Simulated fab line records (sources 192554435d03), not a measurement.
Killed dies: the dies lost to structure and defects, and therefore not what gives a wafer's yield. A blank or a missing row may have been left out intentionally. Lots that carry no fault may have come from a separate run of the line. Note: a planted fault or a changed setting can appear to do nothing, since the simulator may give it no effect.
fab line records	flow n5Finfet
record lots=10	wafers=30	lastDay=17
route steps=1938 shown BEOL_M5@1191 BEOL_M6@1212 PASSIVATION@1936
lots that met no fault: taken from a fault-free run of the same line
startH: start of the lot's first displayed wafer, in hours after the record's first day	waitH: hours elapsed since this lot's preceding step	" the same as in the row above	L1.1+2: several wafers, shown together as one row	- no value, or no start given	* or withheld: withheld	< > ~ a bound
route shown NAME@n: names a module that has steps shown in the file, with the first one's number in the route	usual: the fault-free wafers' mean and standard deviation	same: alike in all rows	chamber/n: place in a boat	sites: per-site readings	_std_site: the values' standard deviation	_edge_site: inner sites' mean taken away from outer sites' mean	radiusMm: how far each site lies from the wafer's centre	mask NAME#n: copy n	behind: the most recent tool/chamber to have shaped the wafer	hold: why the lot was held/for how many hours/how that ended	device: whichever transistor did not switch (one of n, p or np)	end of line: at the end of the route, the tests of the same wafers	where a step has no rows: the recipe by itself	killed: dies that structure and defects cost at the first sort, which is not the same as the wafer's yield	map: the dies of a wafer, with x for killed, . for not killed, _ for no die there
set.NAME: the setting that was run; set.NAME@STEP: the one run at that earlier step	model.NAME: the simulator's own value behind a step, which no gauge read
steps of the route over a sample of lots; a table a step, a row a wafer
services: the hour from which a tool's chamber was out of use, counted from the record's first day as startH (under 0 if before that day), plus the number of hours and why
## steps
# step N5_BEOL_M5_DEP_56
# recipe material=SiCN	targetThkA=80	tempC=withheld	precursor=3MS/NH3	pressureTorr=3	rfW=202	timeS=14
# usual showerheadPlenumPTorr=3.663/0.015	showerheadVppV=887/46	throttleValvePct=8.9/0.43
# same timeS=14
lot.wafer	tool	chamber	startH	waitH	showerheadPlenumPTorr	showerheadVppV	throttleValvePct
L850.1	pecvd-02	2	176.80	0.0	3.646	969	8.2
L850.2	"	0	"	"	3.652	845	8.6
L850.3	"	1	"	"	3.643	822	9.7
L851.2	pecvd-03	1	185.08	0.0	3.670	853	9.4
L851.3	"	2	"	"	3.637	880	9.2
L851.6	"	1	"	"	3.680	851	9.5
L852.2	pecvd-03	1	192.24	0.0	3.683	859	9.7
L852.5	"	1	"	"	3.666	843	10.0
L852.6	"	2	"	"	3.652	884	9.2
L856.2	pecvd-01	0	208.49	0.0	3.651	861	8.6
L856.3	"	1	"	"	3.669	854	8.9
L856.6	"	2	"	"	3.653	948	8.7
L863.4	pecvd-01	1	257.81	0.0	3.670	859	9.2
L863.5	"	0	"	"	3.659	831	8.9
L863.6	"	2	"	"	3.649	915	8.7
L865.2	pecvd-02	2	262.04	0.0	3.641	945	8.2
L865.3	"	0	"	"	3.668	853	8.5
L865.6	"	0	"	"	3.661	852	8.8
L867.1	pecvd-03	2	283.64	0.0	3.643	889	9.0
L867.4	"	0	"	"	3.683	945	8.8
L867.5	"	1	"	"	3.678	840	9.6
L870.4	pecvd-01	0	297.05	0.0	3.658	858	8.7
L870.5	"	2	"	"	3.670	919	8.7
L870.6	"	1	"	"	3.669	846	9.3
L871.2	pecvd-01	2	304.44	0.0	3.668	926	8.7
L871.3	"	0	"	"	3.655	840	8.8
L871.5	"	0	"	"	3.662	858	8.6
L873.3	pecvd-03	2	313.47	0.0	3.655	888	9.2
L873.4	"	0	"	"	3.687	948	8.7
L873.6	"	1	"	"	3.674	860	9.5
# step N5_BEOL_M6_ETCH_62
# recipe chemistry=N2/H2	target=SOC	targetDepthA=1100	overetchA=220	maskMaterial=SiARC	tempC=40	timeS=165	ionEnergyEv=200	pressureMtorr=30	sourceW=840	biasW=150	n2FlowSccm=200	h2FlowSccm=200
# usual biasW=150.0/0.41	drypumpMotorCurrentA=5.9/0.38	oesProductAu=0.70/0.075	rfVppV=524.0/2.1	showerheadPlenumPTorr=2.55/0.065	throttleValvePct=17.9/0.31
# same timeS=165
lot.wafer	tool	chamber	startH	waitH	biasW	drypumpMotorCurrentA	oesProductAu	rfHoursCounterH	rfVppV	showerheadPlenumPTorr	throttleValvePct
L850.1	rieDiel-01	2	179.69	0.0	149.8	6.4	0.83	3	525.6	2.59	17.4
L850.2	"	3	"	"	150.1	5.6	0.67	127	524.6	2.57	18.3
L850.3	"	0	"	"	150.2	5.9	0.61	215	520.4	2.40	18.2
L851.2	rieDiel-01	1	186.56	0.0	149.6	5.8	0.79	17	527.5	2.61	17.7
L851.3	"	2	"	"	150.4	6.5	0.81	6	526.3	2.59	17.4
L851.6	"	0	"	"	150.6	5.9	0.61	-	520.1	2.40	18.2
L852.2	rieDiel-02	1	195.14	0.0	149.8	6.3	0.73	40	524.7	2.59	17.8
L852.5	"	1	"	"	149.6	6.3	0.72	-	524.5	2.58	17.8
L852.6	"	0	"	"	149.8	5.9	0.63	-	523.7	2.55	18.2
L856.2	rieDiel-01	0	212.19	0.0	149.2	5.9	0.61	225	519.2	2.40	18.2
L856.3	"	1	"	"	149.7	5.8	0.77	25	526.0	2.61	17.8
L856.6	"	0	"	"	149.6	5.9	0.60	-	520.9	2.40	18.2
L863.4	rieDiel-04	0	260.26	0.0	150.6	5.9	0.73	51	524.0	2.59	17.4
L863.5	"	3	"	"	150.4	5.2	0.82	-	525.5	2.51	18.0
L863.6	"	0	"	"	149.9	5.9	0.72	-	524.8	2.59	17.4
L865.2	rieDiel-01	0	263.82	0.0	136.6	5.9	0.59	244	490.2	2.39	18.2
L865.3	"	2	"	"	137.1	6.5	0.76	34	495.3	2.58	17.4
L865.6	"	0	"	"	137.1	5.9	0.59	-	492.6	2.39	18.2
L867.1	rieDiel-01	2	285.99	0.0	138.2	6.5	0.75	41	496.7	2.58	17.4
L867.4	"	1	"	"	137.0	5.8	0.74	-	495.8	2.60	17.8
L867.5	"	0	"	"	137.0	5.9	0.59	-	489.8	2.39	18.2
L870.4	rieDiel-04	3	299.99	0.0	149.5	5.2	0.76	19	522.3	2.50	18.1
L870.5	"	2	"	"	150.2	5.4	0.78	-	525.6	2.60	17.8
L870.6	"	1	"	"	149.8	6.6	0.67	-	520.0	2.45	17.8
L871.2	rieDiel-02	3	306.54	0.0	149.4	5.6	0.81	7	525.7	2.59	17.4
L871.3	"	1	"	"	150.1	6.3	0.67	84	525.7	2.57	17.9
L871.5	"	1	"	"	149.7	6.3	0.67	-	525.5	2.57	17.9
L873.3	rieDiel-02	0	316.72	0.0	150.2	5.9	0.60	216	521.9	2.53	18.2
L873.4	"	3	"	"	149.5	5.7	0.80	11	523.5	2.59	17.4
L873.6	"	2	"	"	149.8	6.0	0.64	-	523.6	2.55	17.6
# step N5_BEOL_M6_STRIP_19
# recipe chemistry=O2	powerW=400	tempC=40	pressureMtorr=30	rfFrequencyHz=6e+07	biasPowerW=0	overashFraction=0.2	o2FlowSccm=225
# usual drypumpMotorCurrentA=5.9/0.43	oesProductAu=0.82/0.088	rfVppV=3.6/0.65	showerheadPlenumPTorr=2.10/0.05	throttleValvePct=16.67/0.3
lot.wafer	tool	chamber	startH	waitH	drypumpMotorCurrentA	oesProductAu	rfHoursCounterH	rfVppV	showerheadPlenumPTorr	throttleValvePct
L850.1	rieDiel-04	2	179.99	0.1	5.4	0.68	235	4.0	2.17	17.05
L850.2	"	1	"	"	6.6	0.83	63	3.5	2.04	16.60
L850.3	"	3	"	"	5.2	0.71	233	3.4	2.06	17.05
L851.2	rieDiel-02	1	186.86	0.1	6.2	0.88	37	3.1	2.15	16.74
L851.3	"	2	"	"	6.0	0.79	101	3.8	2.13	16.46
L851.6	"	2	"	"	6.0	0.81	-	3.0	2.13	16.45
L852.2	rieDiel-02	0	195.43	0.1	5.9	0.76	168	3.1	2.10	16.91
L852.5	"	0	"	"	5.9	0.76	-	3.0	2.10	16.92
L852.6	"	1	"	"	6.2	0.87	-	3.4	2.15	16.75
L856.2	rieDiel-04	1	212.50	0.1	6.6	0.81	73	3.9	2.04	16.62
L856.3	"	3	"	"	5.2	0.69	245	3.7	2.05	17.09
L856.6	"	2	"	"	5.4	0.66	-	3.4	2.17	17.05
L863.4	rieDiel-01	1	260.56	0.1	5.8	0.89	44	3.0	2.14	16.57
L863.5	"	0	"	"	5.9	0.71	-	3.7	2.00	17.21
L863.6	"	3	"	"	5.6	0.77	-	4.4	2.11	17.11
L865.2	rieDiel-01	1	264.12	0.1	5.8	0.90	46	3.0	2.14	16.56
L865.3	"	0	"	"	5.9	0.68	245	4.1	2.00	17.20
L865.6	"	2	"	"	6.4	0.89	-	2.5	2.12	16.32
L867.1	rieDiel-01	0	286.32	0.1	5.9	0.70	253	3.4	2.00	17.22
L867.4	"	2	"	"	6.5	0.88	-	3.9	2.12	16.33
L867.5	"	0	"	"	5.9	0.69	-	3.8	1.99	17.22
L870.4	rieDiel-01	3	300.37	0.1	5.6	0.76	-	3.7	2.11	17.13
L870.5	"	2	"	"	6.5	0.86	-	3.2	2.12	16.37
L870.6	"	1	"	"	5.8	0.88	-	3.6	2.13	16.59
L871.2	rieDiel-02	2	306.86	0.1	6.0	0.76	134	4.6	2.12	16.51
L871.3	"	3	"	"	5.7	0.97	7	3.0	2.13	16.29
L871.5	"	0	"	"	5.9	0.72	-	2.6	2.08	17.00
L873.3	rieDiel-02	2	317.25	0.3	6.0	0.76	138	3.1	2.11	16.52
L873.4	"	3	"	"	5.6	0.95	11	3.4	2.13	16.31
L873.6	"	2	"	"	6.0	0.76	-	4.2	2.11	16.53
# step N5_BEOL_M6_CD_MEAS_18
# recipe pitchNm=80	targetCdNm=40
# usual cdNm=40.4/0.6
lot.wafer	tool	chamber	startH	waitH	cdNm
L850.1	cdSem-03	-	180.06	0.0	39.0
L850.2	"	-	"	"	39.4
L850.3	"	-	"	"	39.1
L851.2	cdSem-02	-	186.93	0.1	40.0
L851.3	"	-	"	"	41.0
L851.6	"	-	"	"	40.9
L852.2	cdSem-03	-	195.50	0.1	41.1
L852.5	"	-	"	"	40.6
L852.6	"	-	"	"	41.3
L856.2	cdSem-01	-	212.57	0.1	40.8
L856.3	"	-	"	"	40.0
L856.6	"	-	"	"	39.8
L863.4	cdSem-02	-	260.63	0.1	41.1
L863.5	"	-	"	"	40.8
L863.6	"	-	"	"	40.2
L865.2	cdSem-01	-	264.19	0.1	40.0
L865.3	"	-	"	"	40.7
L865.6	"	-	"	"	41.2
L867.1	cdSem-03	-	286.40	0.1	40.2
L867.4	"	-	"	"	39.4
L867.5	"	-	"	"	39.9
L870.4	cdSem-02	-	300.43	0.0	40.4
L870.5	"	-	"	"	39.2
L870.6	"	-	"	"	39.7
L871.2	cdSem-03	-	306.93	0.1	40.3
L871.3	"	-	"	"	40.3
L871.5	"	-	"	"	41.2
L873.3	cdSem-03	-	317.33	0.1	41.5
L873.4	"	-	"	"	41.1
L873.6	"	-	"	"	40.8
# step N5_PASSIVATION_PROBE_49
# usual defectLimitedYield=91.1/1.4	killed_at_M0_to_M3=33/9.1	killed_at_M4_up=14/5.6	killedAtContacts=13/5.7	killedAtFrontEnd=42/12	killedAtOther=4/3	killedDies=105/16	killedOpen=69/11	killedShort=34/7.5	sort_bin_4_leakage=0.00/0.0072	sort_bin_5_function=5.2/0.91	sort_bin_6_memory=3.3/0.64	sortNPass=1075/16	sortYieldPct=91.1/1.4
# same grossDies=1180	killedAtBackSide=0	sort_bin_8_speed[%]=0
lot.wafer	tool	chamber	startH	waitH	defectLimitedYield[%]	killed_at_M0_to_M3	killed_at_M4_up	killedAtContacts	killedAtFrontEnd	killedAtOther	killedDies	killedOpen	killedShort	sort_bin_4_leakage[%]	sort_bin_5_function[%]	sort_bin_6_memory[%]	sortNPass	sortYieldPct[%]
L850.1	prober-02	-	262.73	0.0	90.3	28	19	11	54	2	114	73	37	0	5.4	3.6	1066	90.3
L850.2	prober-02	-	262.78	0.1	91.6	28	24	12	33	2	99	66	28	0	4.5	3.6	1081	91.6
L850.3	prober-02	-	262.83	0.1	91.5	29	13	6	51	1	100	66	33	0	4.4	3.8	1080	91.5
L851.2	prober-02	-	263.52	0.1	91.1	22	12	19	48	4	105	65	35	0	5.0	3.8	1075	91.1
L851.3	prober-02	-	263.57	0.1	91.3	27	6	17	48	5	103	62	40	0	5.7	2.5	1077	91.3
L851.6	prober-02	-	263.72	0.3	93.0	25	9	14	30	5	83	54	29	0	3.7	3.0	1097	93.0
L852.2	prober-02	-	281.85	0.1	90.8	31	15	31	26	5	108	73	33	0	5.6	3.5	1072	90.8
L852.5	prober-02	-	282.00	0.2	92.6	26	21	11	24	5	87	59	23	0	4.3	3.0	1093	92.6
L852.6	prober-02	-	282.05	0.3	92.0	25	24	11	29	5	94	64	30	0	4.8	2.9	1086	92.0
L856.2	prober-01	-	300.77	0.5	89.4	39	8	9	65	4	125	75	48	0	6.3	4.2	1055	89.4
L856.3	prober-01	-	300.82	0.5	89.3	37	13	16	52	8	126	76	47	0	6.4	3.9	1054	89.3
L856.6	prober-01	-	300.97	0.7	89.5	32	17	15	54	6	124	82	39	0	6.2	3.9	1056	89.5
L863.4	prober-02	-	341.60	0.2	90.7	28	14	14	51	3	110	71	39	0	5.4	3.6	1070	90.7
L863.5	prober-02	-	341.65	0.2	93.1	26	8	10	35	3	82	51	31	0.08	4.3	2.5	1097	93.0
L863.6	prober-02	-	341.70	0.3	92.1	30	11	7	45	0	93	61	25	0	4.2	2.8	1087	92.1
L865.2	prober-02	-	346.04	0.1	90.8	27	26	3	51	1	108	77	30	0	5.3	3.6	1072	90.8
L865.3	prober-02	-	346.09	0.1	91.7	38	13	15	31	1	98	66	31	0	5.3	2.8	1082	91.7
L865.6	prober-02	-	346.24	0.3	92.2	27	20	10	35	0	92	69	21	0	4.1	3.6	1088	92.2
L867.1	prober-01	-	368.26	0.0	95.0	27	9	1	18	4	59	31	27	0	3.5	1.4	1121	95.0
L867.4	prober-01	-	368.41	0.2	89.1	37	19	11	51	11	129	88	24	0	5.7	3.6	1051	89.1
L867.5	prober-01	-	368.46	0.2	92.4	21	17	14	36	2	90	54	25	0	4.2	2.3	1090	92.4
L870.4	prober-01	-	382.69	0.2	91.3	25	21	8	47	2	103	59	42	0	4.5	3.5	1077	91.3
L870.5	prober-01	-	382.74	0.2	90.9	30	16	11	50	0	107	62	42	0	5.8	3.1	1073	90.9
L870.6	prober-01	-	382.79	0.3	90.2	45	14	15	41	1	116	73	38	0	5.6	4.0	1064	90.2
L871.2	prober-02	-	390.10	0.1	91.4	29	18	7	46	2	102	66	36	0	4.7	3.6	1078	91.4
L871.3	prober-02	-	390.15	0.1	92.5	41	6	10	31	1	89	51	37	0	4.4	2.9	1091	92.5
L871.5	prober-02	-	390.25	0.2	90.7	37	11	9	48	5	110	65	44	0	5.8	3.2	1070	90.7
L873.3	prober-01	-	410.74	0.1	89.2	23	13	17	65	10	128	79	42	0	6.4	3.9	1052	89.2
L873.4	prober-01	-	410.79	0.2	90.7	31	8	17	48	6	110	67	39	0	5.1	3.6	1070	90.7
L873.6	prober-01	-	410.89	0.3	91.0	31	9	12	50	4	106	65	37	0	4.9	3.8	1074	91.0
# killed by level:class
L850.1 FIN_SAQP:geometricParticle:open=15 STI_FIN_REVEAL:geometricParticle:open=13 BEOL_M3:geometricParticle:open=10 FIN_SAQP:geometricParticle:short=8 MOL_CONTACT_COAG:geometricParticle:open=7 BEOL_M4:geometricParticle:open=5 BEOL_M0_SAQP:geometricParticle:open=5 MOL_CONTACT_COAG:geometricParticle:short=4
L850.2 BEOL_M4:geometricParticle:open=15 FIN_SAQP:geometricParticle:open=10 BEOL_M3:geometricParticle:open=10 FIN_SAQP:geometricParticle:short=8 MOL_CONTACT_COAG:geometricParticle:open=8 GATE_CUT:geometricParticle:short=5 BEOL_M2:geometricParticle:open=5 MOL_CONTACT_COAG:geometricParticle:short=4
L850.3 FIN_SAQP:geometricParticle:short=14 BEOL_M3:geometricParticle:open=13 FIN_SAQP:geometricParticle:open=11 BEOL_M4:geometricParticle:open=8 BEOL_M2:geometricParticle:open=7 MOL_CONTACT_COAG:geometricParticle:open=5 STI_FIN_REVEAL:geometricParticle:open=5 GATE_CUT:geometricParticle:short=5
L851.2 FIN_SAQP:geometricParticle:open=15 MOL_CONTACT_COAG:geometricParticle:open=15 FIN_SAQP:geometricParticle:short=9 BEOL_M0_SAQP:geometricParticle:short=6 STI_FIN_REVEAL:geometricParticle:open=5 BEOL_M0_SAQP:geometricParticle:open=4 BEOL_M1:geometricParticle:open=4 STI_FIN_REVEAL:geometricParticle:short=3
L851.3 MOL_CONTACT_COAG:geometricParticle:open=13 FIN_SAQP:geometricParticle:open=11 BEOL_M0_SAQP:geometricParticle:open=11 GATE_CUT:geometricParticle:short=10 FIN_SAQP:geometricParticle:short=8 BEOL_M0_SAQP:geometricParticle:short=6 GATE_CUT:geometricParticle:open=5 STI_FIN_REVEAL:geometricParticle:open=5
L851.6 MOL_CONTACT_COAG:geometricParticle:open=13 FIN_SAQP:geometricParticle:open=8 BEOL_M0_SAQP:geometricParticle:open=7 FIN_SAQP:geometricParticle:short=5 GATE_CUT:geometricParticle:short=5 BEOL_M0_SAQP:geometricParticle:short=4 BEOL_M2:geometricParticle:short=4 BEOL_M2:geometricParticle:open=4
L852.2 MOL_CONTACT_COAG:geometricParticle:open=23 BEOL_M3:geometricParticle:open=8 MOL_CONTACT_COAG:geometricParticle:short=7 BEOL_M2:geometricParticle:open=6 BEOL_M5:geometricParticle:open=6 GATE_CUT:geometricParticle:short=5 BEOL_M0_SAQP:geometricParticle:open=5 BEOL_M4:geometricParticle:open=4
L852.5 BEOL_M4:geometricParticle:open=11 MOL_CONTACT_COAG:geometricParticle:open=10 BEOL_M3:geometricParticle:open=10 FIN_SAQP:geometricParticle:short=5 FIN_SAQP:geometricParticle:open=4 GATE_CUT:geometricParticle:short=4 BEOL_M1:geometricParticle:open=4 BEOL_M3:geometricParticle:short=3
L852.6 BEOL_M3:geometricParticle:open=14 MOL_CONTACT_COAG:geometricParticle:open=10 FIN_SAQP:geometricParticle:short=5 GATE_CUT:geometricParticle:short=5 BEOL_M2:geometricParticle:open=5 BEOL_M4:geometricParticle:short=5 STARTING-WAFER:geometricParticle:open=5 FIN_SAQP:geometricParticle:open=4
L856.2 FIN_SAQP:geometricParticle:short=20 FIN_SAQP:geometricParticle:open=20 STI_FIN_REVEAL:geometricParticle:open=14 BEOL_M0_SAQP:geometricParticle:short=13 BEOL_M0_SAQP:geometricParticle:open=10 MOL_CONTACT_COAG:geometricParticle:open=6 BEOL_M0:geometricParticle:open=4 BEOL_M1:geometricParticle:open=4
L856.3 FIN_SAQP:geometricParticle:short=18 MOL_CONTACT_COAG:geometricParticle:open=13 FIN_SAQP:geometricParticle:open=10 BEOL_M0_SAQP:geometricParticle:open=10 DUMMY_GATE:geometricParticle:open=9 BEOL_M0_SAQP:geometricParticle:short=9 BEOL_M1:geometricParticle:open=8 STI_FIN_REVEAL:geometricParticle:open=4
L856.6 FIN_SAQP:geometricParticle:short=15 FIN_SAQP:geometricParticle:open=13 MOL_CONTACT_COAG:geometricParticle:open=12 BEOL_M0_SAQP:geometricParticle:open=10 DUMMY_GATE:geometricParticle:open=8 BEOL_M0_SAQP:geometricParticle:short=7 BEOL_M2:geometricParticle:open=7 BEOL_M5:geometricParticle:open=6
L863.4 MOL_CONTACT_COAG:geometricParticle:open=13 DUMMY_GATE:geometricParticle:open=9 FIN_SAQP:geometricParticle:short=8 STI_FIN_REVEAL:geometricParticle:open=6 BEOL_M0_SAQP:geometricParticle:short=6 BEOL_M1:geometricParticle:open=6 BEOL_M3:geometricParticle:open=6 FIN_SAQP:geometricParticle:open=5
L863.5 MOL_CONTACT_COAG:geometricParticle:open=8 DUMMY_GATE:geometricParticle:open=6 BEOL_M0_SAQP:geometricParticle:short=6 STI_FIN_REVEAL:geometricParticle:open=5 GATE_CUT:geometricParticle:short=5 BEOL_M0_SAQP:geometricParticle:open=5 BEOL_M2:geometricParticle:open=4 BEOL_M3:geometricParticle:open=4
L863.6 BEOL_M3:geometricParticle:open=12 GATE_CUT:geometricParticle:short=8 DUMMY_GATE:geometricParticle:open=6 MOL_CONTACT_COAG:geometricParticle:open=6 BEOL_M2:geometricParticle:open=6 HKMG_FIN:areaEtch=6 FIN_SAQP:geometricParticle:open=5 FIN_SAQP:geometricParticle:short=5
L865.2 STI_FIN_REVEAL:geometricParticle:open=18 BEOL_M2:geometricParticle:open=10 BEOL_M4:geometricParticle:open=10 FIN_SAQP:geometricParticle:short=6 FIN_SAQP:geometricParticle:open=6 GATE_CUT:geometricParticle:short=6 BEOL_M0_SAQP:geometricParticle:short=5 BEOL_M0_SAQP:geometricParticle:open=5
L865.3 MOL_CONTACT_COAG:geometricParticle:open=12 BEOL_M0_SAQP:geometricParticle:short=10 BEOL_M0_SAQP:geometricParticle:open=8 GATE_CUT:geometricParticle:short=5 BEOL_M1:geometricParticle:open=5 BEOL_M6:geometricParticle:open=5 FIN_SAQP:geometricParticle:short=4 STI_FIN_REVEAL:geometricParticle:open=4
L865.6 STI_FIN_REVEAL:geometricParticle:open=20 MOL_CONTACT_COAG:geometricParticle:open=9 BEOL_M4:geometricParticle:open=8 BEOL_M3:geometricParticle:open=5 BEOL_M0_SAQP:geometricParticle:open=5 BEOL_M5:geometricParticle:open=5 STI_FIN_REVEAL:geometricParticle:short=4 BEOL_M0:geometricParticle:open=4
L867.1 BEOL_M0_SAQP:geometricParticle:short=7 BEOL_M3:geometricParticle:open=7 FIN_SAQP:geometricParticle:short=6 BEOL_M1:geometricParticle:open=4 FIN_SAQP:geometricParticle:open=2 ILD0:geometricParticle:open=2 GATE_CUT:geometricParticle:open=2 BEOL_M1:geometricParticle:short=2
L867.4 STI_FIN_REVEAL:geometricParticle:open=17 HKMG_FIN:areaEtch=17 MOL_CONTACT_COAG:geometricParticle:open=10 BEOL_M0_SAQP:geometricParticle:open=8 BEOL_M1:geometricParticle:open=8 BEOL_M4:geometricParticle:open=8 BEOL_M5:geometricParticle:open=7 BEOL_M3:geometricParticle:open=6
L867.5 MOL_CONTACT_COAG:geometricParticle:open=11 HKMG_FIN:areaEtch=11 BEOL_M4:geometricParticle:open=7 BEOL_M0_SAQP:geometricParticle:open=5 GATE_CUT:geometricParticle:short=4 BEOL_M2:geometricParticle:open=4 STARTING-WAFER:geometricParticle:short=4 FIN_SAQP:geometricParticle:open=3
L870.4 STI_FIN_REVEAL:geometricParticle:open=12 BEOL_M4:geometricParticle:open=10 FIN_SAQP:geometricParticle:short=9 MOL_CONTACT_COAG:geometricParticle:open=7 BEOL_M3:geometricParticle:open=7 FIN_SAQP:geometricParticle:open=5 ILD0:geometricParticle:short=5 GATE_CUT:geometricParticle:short=5
L870.5 FIN_SAQP:geometricParticle:short=9 STI_FIN_REVEAL:geometricParticle:open=9 MOL_CONTACT_COAG:geometricParticle:open=8 BEOL_M4:geometricParticle:short=7 STARTING-WAFER:geometricParticle:open=7 BEOL_M0_SAQP:geometricParticle:short=6 GATE_CUT:geometricParticle:short=6 BEOL_M2:geometricParticle:open=6
L870.6 MOL_CONTACT_COAG:geometricParticle:open=13 STI_FIN_REVEAL:geometricParticle:open=12 BEOL_M0_SAQP:geometricParticle:open=12 BEOL_M0_SAQP:geometricParticle:short=11 GATE_CUT:geometricParticle:short=6 BEOL_M3:geometricParticle:open=6 FIN_SAQP:geometricParticle:open=4 DUMMY_GATE:geometricParticle:open=4
L871.2 BEOL_M1:geometricParticle:open=13 GATE_CUT:geometricParticle:short=10 BEOL_M4:geometricParticle:open=8 BEOL_M2:geometricParticle:open=7 GATE_CUT:geometricParticle:open=6 MOL_CONTACT_COAG:geometricParticle:open=6 STI_FIN_REVEAL:geometricParticle:open=5 STI_FIN_REVEAL:geometricParticle:short=5
L871.3 BEOL_M0_SAQP:geometricParticle:short=10 BEOL_M0_SAQP:geometricParticle:open=9 BEOL_M1:geometricParticle:open=8 BEOL_M3:geometricParticle:open=6 FIN_SAQP:geometricParticle:short=5 MOL_CONTACT_COAG:geometricParticle:open=5 MOL_CONTACT_COAG:geometricParticle:short=4 FIN_SAQP:geometricParticle:open=3
L871.5 FIN_SAQP:geometricParticle:short=10 MOL_CONTACT_COAG:geometricParticle:open=9 BEOL_M0_SAQP:geometricParticle:short=8 BEOL_M3:geometricParticle:open=8 FIN_SAQP:geometricParticle:open=6 ILD0:geometricParticle:open=6 GATE_CUT:geometricParticle:open=5 BEOL_M0_SAQP:geometricParticle:open=5
L873.3 STI_FIN_REVEAL:geometricParticle:open=17 FIN_SAQP:geometricParticle:short=16 FIN_SAQP:geometricParticle:open=13 MOL_CONTACT_COAG:geometricParticle:open=13 BEOL_M4:geometricParticle:open=7 MIM_TOP:geometricParticle:open=5 STI_FIN_REVEAL:geometricParticle:short=4 BEOL_M3:geometricParticle:open=4
L873.4 MOL_CONTACT_COAG:geometricParticle:open=12 FIN_SAQP:geometricParticle:open=10 FIN_SAQP:geometricParticle:short=9 STI_FIN_REVEAL:geometricParticle:open=9 BEOL_M0_SAQP:geometricParticle:open=6 BEOL_M2:geometricParticle:short=5 ILD0:geometricParticle:short=5 BEOL_M1:geometricParticle:open=5
L873.6 FIN_SAQP:geometricParticle:open=14 FIN_SAQP:geometricParticle:short=12 MOL_CONTACT_COAG:geometricParticle:open=10 BEOL_M1:geometricParticle:open=8 BEOL_M2:geometricParticle:open=6 STI_FIN_REVEAL:geometricParticle:open=5 STI_FIN_REVEAL:geometricParticle:short=4 BEOL_M4:geometricParticle:open=4
## services
tool	chamber	startH	hours	kind
rieDiel-01	2	154.11	-	clean
rieDiel-01	2	154.11	-	consumableReplace:focusRing
pecvd-02	1	195.84	18.6	repair
pecvd-03	1	204.64	2.1	scheduledDown
pecvd-01	1	216.41	5.0	repair
rieDiel-04	2	220.67	-	clean
rieDiel-04	2	220.67	-	consumableReplace:focusRing
rieDiel-04	2	220.67	14.0	scheduledDown
rieDiel-04	2	220.67	14.0	ventCycle
rieDiel-02	2	231.84	21.6	repair
rieDiel-04	3	234.81	-	clean
rieDiel-04	3	234.81	-	consumableReplace:focusRing
pecvd-03	-	254.60	0.9	repair
rieDiel-02	3	264.19	-	clean
rieDiel-02	3	264.19	-	consumableReplace:focusRing
rieDiel-02	3	264.19	19.1	scheduledDown
rieDiel-02	3	264.19	19.1	ventCycle
rieDiel-04	2	265.77	9.3	repair
rieDiel-01	0	286.63	-	clean
rieDiel-01	0	286.63	-	consumableReplace:focusRing
rieDiel-01	0	286.63	-	consumableReplace:showerhead
rieDiel-01	0	286.63	28.2	scheduledDown
rieDiel-01	0	286.63	28.2	ventCycle
pecvd-03	1	308.67	4.0	repair
## key
firstSign step=N5_BEOL_M6_ETCH_62	reading=biasW	direction=down	sigmas=31	usual=*	struck=*
effect step=N5_BEOL_M6_ETCH_62	reading=rfVppV	direction=down	sigmas=15	usual=524.0	struck=493.4
metAt N5_BEOL_M6_ETCH_62
struckLots L865,L867
baselineLoss step=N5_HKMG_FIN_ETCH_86	wafers=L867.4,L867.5
notActingAt N5_BEOL_M5_DEP_56,N5_BEOL_M6_STRIP_19,N5_BEOL_M6_CD_MEAS_18
onsetBetween 212.19 263.82
fault kind=processParameterDrift	tool=rieDiel-01	chamber=-	onsetH=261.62	steps=N5_BEOL_M6_ETCH_62	channel=biasW	offset=*	shape=step	endH=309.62	actsIn=*	stated=*
# baselineLoss: these wafers lose ten dies or more at that step, a loss of the line's own and not of a fault; the sort's usual values leave them out
